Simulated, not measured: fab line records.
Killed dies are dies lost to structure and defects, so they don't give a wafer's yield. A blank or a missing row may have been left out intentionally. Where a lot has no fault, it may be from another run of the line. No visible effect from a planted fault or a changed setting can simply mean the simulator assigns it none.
Matching of chambers    flow nand harc    NHARC_P_M1_DESCUM_14 on rie diel-12: 4 sister chambers
The step chemistry O2, time 3 s. 4 wafers are shown with their chamber, then 7 later ones without.

== WAFERS, EACH WITH ITS CHAMBER ==
wafer   chamber  drypump motor current A (A)
L081.5  1        5.5
L082.4  3        5.4
L083.2  0        5.9
L083.5  2        4.9

== WAFERS MISSING THEIR CHAMBER ==
wafer   drypump motor current A (A)
L083.6  5.6
L087.2  5.9
L087.3  5.4
L087.4  4.9
L091.2  5.9
L091.3  5.4
L091.4  5.0

== CHAMBER TAKEN BY EACH ==
wafer   from the rows above      in truth
L083.6  can't be placed: 1 or 3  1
L087.2  0                        0
L087.3  can't be placed: 3 or 1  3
L087.4  2                        2
L091.2  0                        0
L091.3  can't be placed: 3 or 1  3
L091.4  2                        2
Correct placement for 4 of the 7. These rows do not allow placing 3 (true chamber among the candidates in 3). 0 placed wrongly.
How it was worked out, from the rows above alone: a wafer's distance from a chamber is the root of the sum, over the readings, of the square of ((its reading less the chamber's mean) divided by the reading's scatter). If the next closest chamber is less than 2 further off than the closest, the wafer can't be placed; otherwise it belongs to the closest. For every chamber, the mean is computed from those of its wafers that are shown. The scatter: with one shown wafer a chamber, the root of the mean of the squares of how far each hidden wafer lies from its nearest shown one.
